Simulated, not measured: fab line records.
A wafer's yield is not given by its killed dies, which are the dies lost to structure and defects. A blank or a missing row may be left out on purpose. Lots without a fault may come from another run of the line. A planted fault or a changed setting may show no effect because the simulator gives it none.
Which tool is to blame? || flow n5Finfet || 9 lots with 27 wafers sampled at 4 steps, on a route of 1938 steps

## WHAT THE GAUGES READ, wafer by wafer
N5_FIN_SAQP_INSPECT_40: inspects for defects (brightfield).
{"lot": "L759", "measured": "day 2 08:05", "on": "defectInspect-01", "rawDefectCount": "188 271 272"}
{"lot": "L761", "measured": "day 2 20:29", "on": "defectInspect-01", "rawDefectCount": "182 175 178"}
{"lot": "L768", "measured": "day 4 14:08", "on": "defectInspect-02", "rawDefectCount": "272 272 252"}
{"lot": "L770", "measured": "day 5 04:11", "on": "defectInspect-01", "rawDefectCount": "284 247 202"}
{"lot": "L771", "measured": "day 5 08:43", "on": "defectInspect-01", "rawDefectCount": "1279 1307 1410"}
{"lot": "L773", "measured": "day 5 20:12", "on": "defectInspect-01", "rawDefectCount": "219 230 217"}
{"lot": "L775", "measured": "day 6 08:02", "on": "defectInspect-02", "rawDefectCount": "1393 1414 1371"}
{"lot": "L778", "measured": "day 7 03:23", "on": "defectInspect-02", "rawDefectCount": "343 287 352"}
{"lot": "L781", "measured": "day 7 22:05", "on": "defectInspect-01", "rawDefectCount": "251 238 185"}

## WHAT TOOL EACH LOT RAN ON (gives the tool, then ch and the chambers of the sampled wafers, and finally the start)
{"lot": "L759", "N5_FIN_SAQP_RECESS_63": "vaporEtch-01 ch 0,1, day 2 06:07", "N5_FIN_SAQP_RECESS_71": "vaporEtch-01 ch 0,1, day 2 06:49", "N5_FIN_SAQP_FIN_ETCH_36": "rieSi-02 ch 0,3, day 2 07:50"}
{"lot": "L761", "N5_FIN_SAQP_RECESS_63": "vaporEtch-02 ch 0, day 2 18:34", "N5_FIN_SAQP_RECESS_71": "vaporEtch-01 ch 1, day 2 19:14", "N5_FIN_SAQP_FIN_ETCH_36": "rieSi-04 ch 1,3, day 2 20:14"}
{"lot": "L768", "N5_FIN_SAQP_RECESS_63": "vaporEtch-01 ch 0,1, day 4 12:16", "N5_FIN_SAQP_RECESS_71": "vaporEtch-01 ch 0,1, day 4 12:52", "N5_FIN_SAQP_FIN_ETCH_36": "rieSi-01 ch 1,2,3, day 4 13:53"}
{"lot": "L770", "N5_FIN_SAQP_RECESS_63": "vaporEtch-02 ch 0, day 5 02:09", "N5_FIN_SAQP_RECESS_71": "vaporEtch-01 ch 1, day 5 02:51", "N5_FIN_SAQP_FIN_ETCH_36": "rieSi-04 ch 0,2,3, day 5 03:56"}
{"lot": "L771", "N5_FIN_SAQP_RECESS_63": "vaporEtch-02 ch 0,1, day 5 06:44", "N5_FIN_SAQP_RECESS_71": "vaporEtch-01 ch 0,1, day 5 07:20", "N5_FIN_SAQP_FIN_ETCH_36": "rieSi-04 ch 0,1,3, day 5 08:28"}
{"lot": "L773", "N5_FIN_SAQP_RECESS_63": "vaporEtch-02 ch 0,1, day 5 18:20", "N5_FIN_SAQP_RECESS_71": "vaporEtch-02 ch 0,1, day 5 18:56", "N5_FIN_SAQP_FIN_ETCH_36": "rieSi-01 ch 0,3, day 5 19:56"}
{"lot": "L775", "N5_FIN_SAQP_RECESS_63": "vaporEtch-02 ch 0,1, day 6 06:13", "N5_FIN_SAQP_RECESS_71": "vaporEtch-01 ch 0,1, day 6 06:47", "N5_FIN_SAQP_FIN_ETCH_36": "rieSi-02 ch 1,3, day 6 07:47"}
{"lot": "L778", "N5_FIN_SAQP_RECESS_63": "vaporEtch-01 ch 0,1, day 7 00:55", "N5_FIN_SAQP_RECESS_71": "vaporEtch-02 ch 0, day 7 01:37", "N5_FIN_SAQP_FIN_ETCH_36": "rieSi-02 ch 0,1, day 7 03:08"}
{"lot": "L781", "N5_FIN_SAQP_RECESS_63": "vaporEtch-01 ch 0,1, day 7 20:05", "N5_FIN_SAQP_RECESS_71": "vaporEtch-02 ch 0,1, day 7 20:37", "N5_FIN_SAQP_FIN_ETCH_36": "rieSi-01 ch 1,2, day 7 21:49"}
- N5_FIN_SAQP_RECESS_63: chemistry HF/NH3, target SiO2, target depth 18 nm, afs cycles 3, sublimation time 60 s.
- N5_FIN_SAQP_RECESS_71: chemistry HF/NH3, target SiO2, target depth 3 nm, afs cycles 1, sublimation time 60 s.
- N5_FIN_SAQP_FIN_ETCH_36: etches the open film in HBr/Cl2/O2, target depth 120 nm, time 50.4 s.

## THE ANSWER, worked out from the rows above alone
Rule: the usual values come from the lots themselves. The widest of any qualifying gaps counts: lots, ordered by their means at a reading, are off when they make up no more than a third of the lots, leave a main group of 4 or more, and stand apart from it by 3 or more times the standard deviation of that group's means. A main group is skipped when, at the precision printed for the reading in the tables above, its means are all equal. A lot without any number at a reading at which 4 lots or more have one is off too. All remaining lots with rows at the step are treated as sound.
Off at N5_FIN_SAQP_INSPECT_40 (rawDefectCount): L771, L775. For the main group the mean is 244 and the standard deviation 42.
If a tool, at a process step before that reading, ran all the lots that are off and no sound lot after the first of them, it fits. Gauges at N5_FIN_SAQP_INSPECT_40: tried the same way as those tools. One fits: vaporEtch-01 at N5_FIN_SAQP_RECESS_71. A fault onset in the window from L770 (day 5 02:51, its last sound lot) to L771 (day 5 07:20, its first lot off) fits.

## WHAT THE SIMULATOR PUT IN
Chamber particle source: vaporEtch-01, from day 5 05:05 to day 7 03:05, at N5_FIN_SAQP_RECESS_71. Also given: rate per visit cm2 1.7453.
Lots struck among those shown: L771, L775. The rule above found the same.
